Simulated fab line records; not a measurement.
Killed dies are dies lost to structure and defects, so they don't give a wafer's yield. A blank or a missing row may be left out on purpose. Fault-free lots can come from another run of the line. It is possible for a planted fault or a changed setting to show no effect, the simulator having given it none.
Struck lot and sound lot, side by side ; flow n5Finfet ; 15 out of 1938 route steps
Sound: these wafers, L753.1, L753.3, L753.5. Wafers struck: L748.4, L748.6. The cause comes at the end.
Order at every step that has rows: each side's tool, ch and its chambers, its first start. Under that, the readings that differ: sound wafers ; struck wafers ; difference of the means ; sigmas: that difference in standard deviations of wafers without a fault.
alike: readings whose means differ by less than 2 such deviations, and words and numbers that are the same on both sides. not compared: withheld readings, readings that some wafer has no value for, bounds like >300 that may hide the same value, and numbers for which the record gives no deviation and whose values overlap.
Wherever a step has rows on one side only, a row that says differs or no value, or a row with sigmas, the two part there. Numbers that don't overlap but have no deviation are shown without sigmas and don't part them. A reading missing from all wafers of one side parts the sides only when that side holds two or more wafers.

first, 4 steps without rows for these wafers: N5_HKMG_FIN_ETCH_35 (etches SOC in N2/H2, target depth 215.8 nm, time 243.4 s); N5_HKMG_FIN_STRIP_92 (strips SOC in N2/H2, time 20 s); N5_HKMG_FIN_WET_ETCH_18 (etches TiN in SC1, time 55 s, target depth 5.2 nm, rinse time 30 s); N5_HKMG_FIN_STRIP_19 (strips in N2/H2, time 360 s).
N5_HKMG_FIN_ALD_91: deposits TiN, target thk 1 nm, pulse time 1 s, purge time 3 s.
  sound on aldMetal-04 ch 1,2, day 8 07:53; struck on aldMetal-03 ch 1,3, day 6 21:00
  alike: heaterPowerW, precursorPulseHeightRel
then, 1 step without rows for these wafers: N5_HKMG_FIN_COAT_85 (time 60 s, resist thk 300 nm).
N5_HKMG_FIN_ETCH_86: etches SOC in N2/H2, stops on TiN, target depth 393.2 nm.
  sound on rieDiel-06 ch 0,2, day 8 08:26; struck on rieDiel-05 ch 0,1, day 6 21:22
reading;sound;struck;difference;sigmas
rfVppV (V);238.5 239.7 238.7;243.0 241.4;+3.2;+2
showerheadPlenumPTorr (Torr);2.42 2.52 2.42;2.65 2.61;+0.18;+2
  alike: drypumpMotorCurrentA, oesProductAu, throttleValvePct
  not compared: rfHoursCounterH
N5_HKMG_FIN_STRIP_89: strips SOC in N2/H2, time 20 s.
  sound on rieDiel-06 ch 0,2, day 8 08:30; struck on rieDiel-05 ch 0,1, day 6 21:25
reading;sound;struck;difference;sigmas
showerheadPlenumPTorr (Torr);3.20 3.34 3.20;3.49 3.45;+0.22;+2
  alike: drypumpMotorCurrentA, oesProductAu, rfVppV, throttleValvePct
  not compared: rfHoursCounterH
then, 1 step without rows for these wafers: N5_HKMG_FIN_WET_ETCH_87 (etches TiN in SC1, time 154.2 s, target depth 4.7 nm, rinse time 30 s).
N5_HKMG_FIN_STRIP_88: strips in N2/H2, time 360 s.
  sound on plasmaAsher-02 ch 0,1, day 8 08:46; struck on plasmaAsher-02 ch 0,1, day 6 21:44
  alike: drypumpMotorCurrentA, heaterPowerW
  not compared: rfHoursCounterH
then, 2 steps without rows for these wafers: N5_HKMG_FIN_NWFM_ALD_20 (deposits TiAlC, target thk 2 nm, pulse time 3 s, purge time 2 s); N5_HKMG_FIN_ALD_71 (deposits TiN, target thk 1 nm, pulse time 1 s, purge time 3 s).
N5_HKMG_FIN_COAT_66: time 60 s, resist thk 300 nm.
  sound on lithoTrack-01 ch 0, day 8 09:31; struck on lithoTrack-02 ch 0, day 6 22:23
reading;sound;struck;difference;sigmas
resistLineTempC (C);23.23 23.11 23.20;22.84 22.86;-0.33;-3
runLengthS (s);65.9 65.8 65.9;72.5 72.3;+6.5;+20
N5_HKMG_FIN_ETCH_67: etches SOC in N2/H2, stops on TiN, target depth 388.9 nm.
  sound on rieDiel-06 ch 1,2,3, day 8 09:35; struck on rieDiel-06 ch 0, day 6 22:26
  alike: drypumpMotorCurrentA, oesProductAu, rfVppV, showerheadPlenumPTorr, throttleValvePct
  not compared: rfHoursCounterH
-- a jump in the record: the struck wafers' starts before and after are 10 days apart (it breaks off in module HKMG_FIN and resumes in module PASSIVATION, where the first step shown is number 1936 of the route) --
N5_PASSIVATION_PROBE_49:
  sound on prober-01, day 19 19:10; struck on prober-01, day 17 01:17
  alike: killed_at_M0_to_M3, killed_at_M4_up, killedAtContacts, killedAtFrontEnd, killedAtOther, killedDies, killedOpen, killedShort

== WHERE THEY PART ==
First at N5_HKMG_FIN_ETCH_86; last, within this record, at N5_HKMG_FIN_COAT_66. Later steps at which nothing parts them and some readings are alike: N5_HKMG_FIN_ETCH_67, N5_PASSIVATION_PROBE_49.

WHY: whatever the simulator had introduced
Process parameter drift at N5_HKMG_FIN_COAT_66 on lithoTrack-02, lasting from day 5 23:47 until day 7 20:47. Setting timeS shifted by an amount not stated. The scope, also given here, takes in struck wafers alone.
